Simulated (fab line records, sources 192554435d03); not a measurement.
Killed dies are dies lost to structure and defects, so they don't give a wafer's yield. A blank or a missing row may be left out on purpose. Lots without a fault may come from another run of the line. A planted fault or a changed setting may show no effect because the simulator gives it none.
A struck lot beside a sound one | flow n5_finfet | 15 steps out of a route of 1938
Sound: wafers L921.1, L921.5, L921.6. Struck: wafers L934.5, L934.6. The cause comes at the end.
At each step with rows: each side's tool, then ch and its chambers, then its first start. Under that, the readings that differ: sound wafers | struck wafers | difference of the means | sigmas: that difference in standard deviations of wafers without a fault.
alike: readings whose means differ by less than 2 such deviations, and words and numbers that are the same on both sides. not compared: withheld readings, readings that some wafer has no value for, bounds like >300 that may hide the same value, and numbers for which the record gives no deviation and whose values overlap.
The two part at a step that has a row with sigmas, a row that says differs or no value, or rows on one side only. Numbers that don't overlap but have no deviation are shown without sigmas and don't part them. A reading that every wafer of one side lacks parts them only if that side has two wafers or more.

N5_BEOL_M3_ANNEAL_87: time 240 s.
  sound on pvd_sputter-02, day 7 13:51; struck on pvd_sputter-02, day 10 23:32
  alike: heater_power_w
then, 1 step without rows for these wafers: N5_BEOL_M3_SPUTTER_88 (material Cu, target thk 4.5 nm, time 8.29 s).
N5_BEOL_M3_ANNEAL_89: time 240 s.
  sound on pvd_sputter-02, day 7 14:04; struck on pvd_sputter-02, day 10 23:45
  alike: heater_power_w
N5_BEOL_M3_SPUTTER_90: material Cu, target thk 4.5 nm, time 8.29 s.
  sound on pvd_sputter-02, day 7 14:13; struck on pvd_sputter-02, day 10 23:52
  alike: throttle_valve_pct
then, 3 steps without rows for these wafers: N5_BEOL_M3_ANNEAL_91 (time 240 s); N5_BEOL_M3_SPUTTER_92 (material Cu, target thk 4.5 nm, time 8.29 s); N5_BEOL_M3_ANNEAL_93 (time 240 s).
N5_BEOL_M3_SPUTTER_94: material Cu, target thk 4.5 nm, time 8.29 s.
  sound on pvd_sputter-02, day 7 14:39; struck on pvd_sputter-02, day 11 00:18
  alike: throttle_valve_pct
then, 1 step without rows for these wafers: N5_BEOL_M3_ANNEAL_95 (time 240 s).
N5_BEOL_M3_SPUTTER_96: material Cu, target thk 4.5 nm, time 8.29 s.
  sound on pvd_sputter-02, day 7 14:52; struck on pvd_sputter-02, day 11 00:31
  alike: throttle_valve_pct
then, 2 steps without rows for these wafers: N5_BEOL_M3_ECD_50 (material Cu, target thk 300 nm); N5_BEOL_M3_ANNEAL_51 (time 90 s).
N5_BEOL_M3_CMP_52: polishes, stops on SiOC, t overpolish 6.8 s, target thk 40 nm.
  sound on cmp-02 ch 0,1,3, day 7 15:37; struck on cmp-02 ch 0,3, day 11 01:08
  reading                      | sound          | struck    | difference | sigmas
  barrier_field_endpoint_s (s) | 24.2 23.6 23.5 | 13.3 13.0 | -10.6      | -19
  time_to_endpoint_s (s)       | 60.1 56.4 59.2 | 31.3 33.0 | -26.4      | -10
  alike: motor_current_A, overpolish_run_s
  not compared: model.Cu_of_BEOL_M3_ECD_50.thk_nm, model.SiOC_of_BEOL_M3_ILD_DEP_00.thk_nm
N5_BEOL_M4_RC_MEAS_101:
  sound on prober-02 ch 0, day 7 23:59; struck on prober-01 ch 0, day 11 15:48
  reading        | sound             | struck      | difference | sigmas
  IOFF_P (nA/um) | 0.17 0.15 0.19    | 0.27 0.24   | +0.08      | +2
  ION_P (uA/um)  | 457 447 455       | 469 476     | +20        | +3
  VT_N (mV)      | 249.5 255.6 252.5 | 244.9 248.9 | -5.6       | -2
  VT_P (mV)      | -256 -256 -253    | -244 -244   | +11        | +3
  alike: DIBL_N, DIBL_P, IOFF_N, ION_N, SS_N, SS_P
-- the record jumps here: 5 days lie between the struck wafers' starts before and after (it left off in module BEOL_M4 and takes up again in module PASSIVATION, whose first step shown is number 1936 of the route) --
N5_PASSIVATION_PROBE_49:
  sound on prober-01, day 12 03:32; struck on prober-01, day 16 10:12
  reading       | sound    | struck | difference | sigmas
  killed_on_rim | 23 16 15 | 9      | -9         | -2
  alike: defect_limited_yield, killed_at_M0_to_M3, killed_at_M4_up, killed_at_contacts, killed_at_front_end, killed_at_other, killed_dies, killed_open, killed_short, sort_bin_5_function, sort_bin_6_memory, sort_n_pass, sort_yield_pct

WHERE THEY PART
First at N5_BEOL_M3_CMP_52; last, within this record, at N5_PASSIVATION_PROBE_49.

WHY: what the simulator had put in
Process parameter drift: cmp-02, from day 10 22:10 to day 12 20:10, at N5_BEOL_M3_CMP_52. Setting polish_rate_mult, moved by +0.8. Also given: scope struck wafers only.
